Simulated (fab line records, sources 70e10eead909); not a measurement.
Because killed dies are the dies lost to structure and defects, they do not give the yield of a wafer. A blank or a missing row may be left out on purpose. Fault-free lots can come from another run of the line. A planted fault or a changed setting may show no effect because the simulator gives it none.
fab line records -- flow nand_harc -- part 2 of 2: steps 5 to 6 of 6
record lots=22, wafers=66, last_day=34
route steps=1302 shown A_STAIRCASE@706
lots that met no fault: from a run of the same line without faults
start_h: start of the lot's first displayed wafer, in hours after the record's first day -- wait_h: hours from the lot's prior step to this one -- " identical to the entry in the row above -- L1.1+2: several wafers, shown together as one row -- - value missing, or start not given -- * or withheld: withheld -- < > ~ a bound
route shown NAME@n: NAME is a module with steps in the file, n the number in the route of the first one -- usual: average and standard deviation across the fault-free wafers -- same: alike in all rows -- chamber/n: place in a boat -- sites: the reading at each site -- _std_site: their standard deviation -- _edge_site: inner sites' mean taken away from outer sites' mean -- radius_mm: for every site, how far away it sits from the centre of the wafer -- mask NAME#n: copy n -- behind: the last tool/chamber to shape the wafer -- hold: cause of the lot's hold/its duration in hours/its outcome -- device: the n, p or np transistor that did not switch -- end of line: at the end of the route, the tests of the same wafers -- a step given without rows: its recipe and nothing more -- killed: not the wafer's yield, but the dies lost to structure and defects at the first sort -- map: a wafer's dies, marking killed ones x, the rest . and places with no die _
set.NAME: setting as actually run; set.NAME@STEP: the setting as run at that earlier step -- model.NAME: the simulator's own value behind a step, which no gauge read
route steps across a sampled set of lots; one table per step, one row per wafer
services: when a tool's chamber went out of use (start_h, in hours from the record's first day, below 0 if earlier), for how many hours, and the reason
## steps
# step NHARC_A_STAIRCASE_HM_OPEN_460
# recipe o2_flow_sccm=400, cos_flow_sccm=20, ar_flow_sccm=0, rf_w=500, bias_w=300, chemistry=O2/COS
# usual bias_w=300.0/0.92, drypump_motor_current_A=5.7/0.47, oes_product_au=0.998/0.011, rf_vpp_V=468/3.4, showerhead_plenum_p_Torr=3.16/0.16, throttle_valve_pct=28.332/0.0095
lot.wafer,tool,chamber,start_h,wait_h,bias_w,drypump_motor_current_A,oes_product_au,rf_hours_counter_h,rf_vpp_V,showerhead_plenum_p_Torr,throttle_valve_pct
L074.2,rie_diel-04,1,-,-,299.8,5.0,1.008,4,470,3.23,28.326
L074.4,rie_diel-04,2,-,-,300.4,5.3,0.996,4,464,2.91,28.333
L074.5,rie_diel-04,3,-,-,299.1,5.2,0.986,-,465,2.95,28.335
L075.2,rie_diel-11,0,-,-,300.3,5.8,0.996,52,463,2.90,28.324
L075.3,rie_diel-11,2,-,-,299.9,5.8,0.986,40,470,3.30,28.348
L075.5,rie_diel-11,0,-,-,300.0,5.7,1.001,-,462,2.90,28.321
L076.4,rie_diel-13,0,-,-,299.7,6.1,1.022,15,467,3.11,28.329
L076.1,rie_diel-13,1,-,-,300.3,5.1,0.994,15,474,3.34,28.329
L076.2,rie_diel-13,2,-,-,300.9,5.6,1.007,14,470,3.22,28.324
L077.4,rie_diel-13,3,-,-,300.2,6.4,0.997,14,462,2.91,28.325
L077.2,rie_diel-13,0,-,-,299.0,6.1,1.008,15,468,3.11,28.344
L077.6,rie_diel-13,1,-,-,297.8,5.1,0.981,-,473,3.34,28.330
L078.2,rie_diel-04,2,-,-,299.5,5.3,0.993,14,462,2.90,28.341
L078.3,rie_diel-04,1,-,-,300.5,5.0,1.012,15,469,3.22,28.322
L078.6,rie_diel-04,3,-,-,300.3,5.2,0.975,-,463,2.95,28.324
L080.3,rie_diel-13,0,-,-,300.4,6.1,1.007,31,467,3.10,28.344
L080.4,rie_diel-13,0,-,-,300.3,6.1,1.001,-,467,3.10,28.341
L080.6,rie_diel-13,3,-,-,300.5,6.4,1.007,-,462,2.91,28.324
L079.4,rie_diel-04,2,-,-,298.4,5.3,0.989,25,462,2.90,28.340
L079.2,rie_diel-04,3,-,-,299.9,5.2,0.993,27,464,2.94,28.336
L079.6,rie_diel-04,1,-,-,298.4,5.0,1.007,-,470,3.22,28.327
L081.1,rie_diel-04,3,-,-,299.8,5.2,1.006,34,463,2.94,28.330
L081.6,rie_diel-04,1,-,-,299.3,5.0,1.007,-,469,3.22,28.337
L081.5,rie_diel-04,0,-,-,299.6,6.3,0.985,-,467,3.15,28.326
L082.2,rie_diel-11,2,-,-,300.6,5.8,1.006,8,471,3.29,28.335
L082.5,rie_diel-11,3,-,-,299.5,5.2,1.001,-,472,3.31,28.334
L082.6,rie_diel-11,0,-,-,299.9,5.7,0.988,-,471,3.37,28.328
L083.1,rie_diel-13,2,-,-,298.7,5.6,0.998,44,468,3.20,28.311
L083.4,rie_diel-13,1,-,-,301.9,5.1,0.987,33,471,3.33,28.340
L083.6,rie_diel-13,3,-,-,299.6,6.4,1.008,-,463,2.90,28.315
L084.4,rie_diel-11,3,-,-,299.9,5.2,0.982,12,474,3.31,28.330
L084.6,rie_diel-11,3,-,-,299.0,5.2,0.974,-,470,3.31,28.346
L084.5,rie_diel-11,0,-,-,298.8,5.7,1.004,-,472,3.37,28.324
L087.3,rie_diel-11,1,-,-,299.0,5.7,1.005,16,466,3.00,28.334
L087.5,rie_diel-11,3,-,-,298.8,5.2,0.978,-,471,3.31,28.338
L087.6,rie_diel-11,2,-,-,301.3,5.8,0.994,-,470,3.29,28.318
L086.2,rie_diel-11,2,-,-,298.2,5.8,0.988,15,471,3.29,28.336
L086.3,rie_diel-11,3,-,-,300.2,5.2,0.979,17,471,3.31,28.324
L086.6,rie_diel-11,2,-,-,299.2,5.8,1.001,-,472,3.29,28.325
L088.3,rie_diel-13,1,-,-,301.0,5.1,0.985,46,472,3.32,28.333
L088.4,rie_diel-13,2,-,-,299.9,5.6,1.005,60,469,3.19,28.330
L088.6,rie_diel-13,0,-,-,300.0,6.1,1.015,-,466,3.09,28.329
L089.2,rie_diel-13,2,-,-,299.9,5.6,1.004,1,469,3.19,28.358
L089.3,rie_diel-13,0,-,-,299.7,6.1,1.007,2,466,3.09,28.316
L089.6,rie_diel-13,3,-,-,298.5,6.4,0.995,-,472,3.37,28.314
L091.3,rie_diel-13,3,-,-,300.0,6.4,1.007,9,472,3.37,28.349
L091.2,rie_diel-13,1,-,-,298.9,5.1,0.998,6,472,3.32,28.343
L091.6,rie_diel-13,3,-,-,300.2,6.4,1.008,-,472,3.37,28.320
L092.2,rie_diel-04,0,-,-,300.6,6.3,0.999,8,468,3.13,28.331
L092.1,rie_diel-04,2,-,-,300.1,5.3,0.986,3,472,3.37,28.326
L092.6,rie_diel-04,0,-,-,299.2,6.3,0.994,-,467,3.13,28.321
L093.2,rie_diel-04,1,-,-,300.6,5.0,1.006,8,469,3.20,28.328
L093.4,rie_diel-04,2,-,-,299.4,5.3,1.000,4,473,3.37,28.323
L093.3,rie_diel-04,0,-,-,299.9,6.3,1.001,10,468,3.13,28.335
L095.1,rie_diel-13,3,-,-,300.8,6.4,0.994,23,472,3.36,28.332
L095.2,rie_diel-13,0,-,-,301.3,6.1,1.015,22,467,3.08,28.339
L095.5,rie_diel-13,2,-,-,300.9,5.6,1.000,-,468,3.18,28.337
L094.1,rie_diel-13,0,-,-,300.8,6.1,1.023,23,466,3.08,28.326
L094.2,rie_diel-13,1,-,-,300.3,5.1,0.997,21,472,3.31,28.329
L094.5,rie_diel-13,3,-,-,299.1,6.4,1.000,-,473,3.36,28.338
L096.4,rie_diel-11,1,-,-,297.8,5.7,0.997,54,464,2.98,28.349
L096.1,rie_diel-11,2,-,-,299.5,5.8,1.009,61,470,3.26,28.332
L096.3,rie_diel-11,0,-,-,300.0,5.7,1.005,47,473,3.35,28.336
L097.2,rie_diel-11,3,-,-,300.2,5.2,0.989,1,469,3.29,28.331
L097.6,rie_diel-11,1,-,-,301.5,5.7,0.993,-,466,2.98,28.339
L097.5,rie_diel-11,2,-,-,300.0,5.8,1.007,-,471,3.26,28.339
# step NHARC_A_STAIRCASE_STRIP_295
# recipe o2_flow_sccm=500, ar_flow_sccm=0, bias_w=0, chemistry=O2
# usual drypump_motor_current_A=5.7/0.48, oes_product_au=0.999/0.0095, rf_vpp_V=57.8/0.89, showerhead_plenum_p_Torr=3.57/0.17, throttle_valve_pct=17.037/0.0095
# same bias_w=0
lot.wafer,tool,chamber,start_h,wait_h,drypump_motor_current_A,oes_product_au,rf_hours_counter_h,rf_vpp_V,showerhead_plenum_p_Torr,throttle_valve_pct
L074.4,rie_diel-04,3,-,-,5.2,1.000,4,58.5,3.34,17.028
L074.2,rie_diel-04,2,-,-,5.3,1.006,4,57.3,3.29,17.026
L074.5,rie_diel-04,3,-,-,5.2,1.002,-,56.9,3.34,17.034
L075.2,rie_diel-11,1,-,-,5.7,1.010,48,55.6,3.41,17.049
L075.3,rie_diel-11,3,-,-,5.3,1.001,48,58.7,3.75,17.036
L075.5,rie_diel-11,0,-,-,5.7,0.998,-,56.8,3.28,17.042
L076.1,rie_diel-13,0,-,-,6.1,1.010,15,56.5,3.52,17.050
L076.4,rie_diel-13,1,-,-,5.2,0.990,16,58.9,3.77,17.036
L076.2,rie_diel-13,2,-,-,5.7,1.010,15,59.2,3.64,17.046
L077.4,rie_diel-13,3,-,-,6.4,0.991,15,57.4,3.29,17.030
L077.2,rie_diel-13,2,-,-,5.6,1.005,16,58.6,3.63,17.027
L077.6,rie_diel-13,3,-,-,6.4,0.997,-,56.6,3.29,17.030
L078.3,rie_diel-04,3,-,-,5.2,0.984,17,56.7,3.33,17.037
L078.2,rie_diel-04,1,-,-,5.0,1.011,16,60.2,3.64,17.019
L078.6,rie_diel-04,0,-,-,6.3,0.987,-,58.5,3.57,17.031
L080.3,rie_diel-13,3,-,-,6.4,1.014,30,57.5,3.29,17.026
L080.6,rie_diel-13,0,-,-,6.1,1.006,-,56.7,3.51,17.033
L080.4,rie_diel-13,2,-,-,5.6,1.002,-,58.5,3.63,17.049
L079.2,rie_diel-04,0,-,-,6.2,0.983,29,57.7,3.56,17.040
L079.6,rie_diel-04,1,-,-,5.0,1.017,-,57.9,3.64,17.038
L079.4,rie_diel-04,3,-,-,5.2,0.994,-,57.6,3.33,17.032
L081.1,rie_diel-04,3,-,-,5.2,0.984,34,57.2,3.33,17.040
L081.5,rie_diel-04,0,-,-,6.3,0.991,-,57.8,3.56,17.036
L081.6,rie_diel-04,1,-,-,5.0,1.016,-,57.6,3.63,17.039
L082.2,rie_diel-11,0,-,-,5.7,0.997,10,56.7,3.80,17.041
L082.5,rie_diel-11,1,-,-,5.7,0.997,-,57.1,3.40,17.017
L082.6,rie_diel-11,2,-,-,5.8,1.003,-,58.6,3.71,17.029
L083.4,rie_diel-13,1,-,-,5.1,1.005,34,59.0,3.76,17.031
L083.1,rie_diel-13,2,-,-,5.7,1.005,45,57.2,3.62,17.044
L083.6,rie_diel-13,2,-,-,5.6,1.002,-,58.1,3.62,17.043
L084.4,rie_diel-11,1,-,-,5.7,1.004,14,55.8,3.39,17.023
L084.5,rie_diel-11,2,-,-,5.8,1.004,-,56.9,3.71,17.031
L084.6,rie_diel-11,3,-,-,5.2,0.981,-,57.3,3.74,17.036
L087.3,rie_diel-11,2,-,-,5.8,1.002,15,56.8,3.71,17.044
L087.5,rie_diel-11,2,-,-,5.8,0.995,-,56.7,3.71,17.076
L087.6,rie_diel-11,3,-,-,5.2,0.985,-,56.8,3.74,17.047
L086.3,rie_diel-11,3,-,-,5.2,0.990,18,56.8,3.74,17.047
L086.2,rie_diel-11,1,-,-,5.7,1.004,17,57.6,3.39,17.041
L086.6,rie_diel-11,3,-,-,5.2,0.981,-,56.3,3.74,17.029
L088.4,rie_diel-13,0,-,-,6.1,0.999,58,57.8,3.49,17.040
L088.3,rie_diel-13,2,-,-,5.6,1.005,62,58.6,3.61,17.041
L088.6,rie_diel-13,0,-,-,6.0,1.009,-,57.2,3.50,17.053
L089.3,rie_diel-13,1,-,-,5.1,1.000,3,58.9,3.75,17.029
L089.2,rie_diel-13,0,-,-,6.1,1.000,2,58.4,3.49,17.023
L089.6,rie_diel-13,1,-,-,5.2,0.999,-,58.3,3.75,17.039
L091.2,rie_diel-13,0,-,-,6.1,1.004,10,58.2,3.49,17.034
L091.3,rie_diel-13,1,-,-,5.1,0.982,6,57.8,3.75,17.040
L091.6,rie_diel-13,0,-,-,6.1,1.004,-,56.6,3.49,17.044
L092.1,rie_diel-04,1,-,-,5.0,1.007,7,58.4,3.62,17.040
L092.2,rie_diel-04,0,-,-,6.2,1.003,9,57.1,3.54,17.036
L092.6,rie_diel-04,1,-,-,5.0,1.000,-,59.3,3.62,17.051
L093.3,rie_diel-04,0,-,-,6.3,0.993,11,58.7,3.54,17.039
L093.2,rie_diel-04,1,-,-,5.0,1.003,8,57.3,3.62,17.046
L093.4,rie_diel-04,3,-,-,5.2,0.990,10,56.4,3.31,17.029
L095.1,rie_diel-13,1,-,-,5.1,0.990,20,58.5,3.74,17.039
L095.2,rie_diel-13,2,-,-,5.6,1.001,24,58.0,3.59,17.049
L095.5,rie_diel-13,0,-,-,6.1,1.011,-,56.4,3.48,17.045
L094.2,rie_diel-13,0,-,-,6.1,1.008,23,57.8,3.48,17.023
L094.1,rie_diel-13,2,-,-,5.6,1.001,25,57.9,3.59,17.041
L094.5,rie_diel-13,3,-,-,6.4,0.998,-,57.7,3.79,17.037
L096.4,rie_diel-13,0,613.43,-,6.1,1.018,25,57.1,3.48,17.032
L096.1,rie_diel-13,1,613.43,-,5.1,0.996,23,58.6,3.74,17.040
L096.3,rie_diel-13,2,613.43,-,5.6,0.999,29,56.7,3.59,17.033
L097.2,rie_diel-11,2,-,-,5.8,0.999,1,58.3,3.68,17.044
L097.6,rie_diel-11,2,-,-,5.8,0.996,-,58.0,3.68,17.035
L097.5,rie_diel-11,3,-,-,5.2,0.988,-,59.4,3.71,17.038
## services
tool,chamber,start_h,hours,kind
rie_diel-13,-,343.90,9.0,pm
rie_diel-13,0,343.90,9.0,vent_cycle
rie_diel-04,1,349.22,6.3,repair
rie_diel-11,3,350.03,1.3,repair
rie_diel-04,-,354.97,9.0,pm
rie_diel-13,-,355.01,1.5,repair
rie_diel-04,-,369.12,1.9,repair
rie_diel-11,2,379.99,2.8,repair
rie_diel-13,1,414.03,36.9,repair
rie_diel-11,-,434.00,9.0,pm
rie_diel-04,2,445.31,14.7,repair
rie_diel-04,-,498.30,12.0,repair
rie_diel-13,-,522.82,9.0,pm
rie_diel-04,-,534.05,9.0,pm
rie_diel-13,1,538.03,7.8,repair
rie_diel-11,1,555.45,7.7,repair
rie_diel-11,0,560.67,3.8,repair
rie_diel-13,0,570.96,3.7,repair
rie_diel-13,1,575.54,1.8,repair
rie_diel-04,2,576.56,16.1,repair
rie_diel-04,3,579.03,10.9,repair
rie_diel-13,0,597.85,3.2,repair
rie_diel-11,-,613.41,9.0,pm
rie_diel-13,-,618.06,1.2,repair
